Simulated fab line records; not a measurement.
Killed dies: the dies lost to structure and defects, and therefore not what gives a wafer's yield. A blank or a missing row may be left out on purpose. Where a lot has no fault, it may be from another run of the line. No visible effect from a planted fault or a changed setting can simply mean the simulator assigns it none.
Split-lot trial | flow n5 finfet | 7 lots, 21 wafers read, on a route of 1938 steps

== THE SPLIT ==
At N5_PASSIVATION_ETCH_54 (etches SiO2 in CHF3/O2, target depth 880 nm, time 440 s), the setting source w was moved away from the recipe's 650 W on 8 of the 21 wafers read, by -13.5% to +16.9%. The other wafers ran this setting at the recipe's value.

Reading taken at the split's own step.

== THE READING ==
rf vpp V, in V, at N5_PASSIVATION_ETCH_54 (etches SiO2 in CHF3/O2, target depth 880 nm, time 440 s). A value of 524 V with a standard deviation of 11 V is what fault-free wafers of this fab line usually give.

wafer  | tool, chamber at the split | source w as run, W | against the recipe | rf vpp V, V | against lot-mates on the recipe
L074.3 | rie diel-03, 0             | 650                | recipe             | 530         | -
L074.5 | rie diel-03, 2             | 562.8              | -13.4%             | 547         | +17
L074.6 | rie diel-03, 1             | 562.8              | -13.4%             | 550         | +20
L075.3 | rie diel-02, 0             | 650                | recipe             | 522         | -
L075.4 | rie diel-02, 3             | 650                | recipe             | 537         | -
L075.5 | rie diel-02, 2             | 650                | recipe             | 525         | -
L078.1 | rie diel-02, 3             | 650                | recipe             | 536         | -
L078.2 | rie diel-02, 2             | 587.6              | -9.6%              | 551         | +22
L078.4 | rie diel-02, 0             | 650                | recipe             | 523         | -
L077.2 | rie diel-03, 0             | 650                | recipe             | 531         | -
L077.3 | rie diel-03, 1             | 684.1              | +5.2%              | 499         | -20
L077.5 | rie diel-03, 2             | 650                | recipe             | 507         | -
L088.1 | rie diel-03, 1             | 722.6              | +11.2%             | 488         | -41
L088.2 | rie diel-03, 2             | 722.6              | +11.2%             | 483         | -46
L088.3 | rie diel-03, 0             | 650                | recipe             | 529         | -
L090.2 | rie diel-04, 1             | 650                | recipe             | 513         | -
L090.3 | rie diel-04, 2             | 650                | recipe             | 534         | -
L090.4 | rie diel-04, 3             | 562.3              | -13.5%             | 580         | +56
L094.3 | rie diel-03, 1             | 650                | recipe             | 512         | -
L094.5 | rie diel-03, 1             | 759.7              | +16.9%             | 474         | -36
L094.6 | rie diel-03, 2             | 650                | recipe             | 507         | -

THE FIT
A straight line over all 21 wafers: rf vpp V changes by -2.94 V for each +1% of source w; r = -0.91; the points scatter about the line by 11 V.
The same after taking each lot's own level away (the mean of its wafers on the recipe; 21 wafers): -2.64 V for each +1%; r = -0.89; scatter 11 V.
On that fit, the largest move of source w shifts the reading by 44 V.
The span of the lots' own levels, 509.5 to 530.0 V, comes to 1.9 times the standard deviation stated above.
Hence the slope depends on the lot-to-lot level, as the two fits are not the same.
Check: -51 V against its lot-mates is what the line predicts for one of the wafers moved furthest among these (+16.9%) when that wafer is left out of the fit. Against them it came out at -35.5 V.
Tool readings at the split's step, against how far the setting was moved: rf vpp V r = -0.91.

== THE WHOLE CHAIN: every reading that the file lists as answering this split, in the file's order ==
step                   | what it does                                            | reading                                                                       | change (the file's fit)              | r (the file's)
N5_PASSIVATION_ETCH_54 | etches SiO2 in CHF3/O2, target depth 880 nm, time 440 s | rf vpp V                                                                      | -2.69 V for each +1% of the setting  | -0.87
N5_PASSIVATION_ETCH_54 | etches SiO2 in CHF3/O2, target depth 880 nm, time 440 s | etch.depth nm (the simulator's own value, which no gauge read)                | +3.49 nm for each +1% of the setting | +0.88
N5_PASSIVATION_ETCH_54 | etches SiO2 in CHF3/O2, target depth 880 nm, time 440 s | PASSIVATION.feature depth nm (the simulator's own value, which no gauge read) | +3.49 nm for each +1% of the setting | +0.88

== FILE'S OWN FIT ==
rf vpp V changes by -2.69 V for each +1% of source w, r = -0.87.
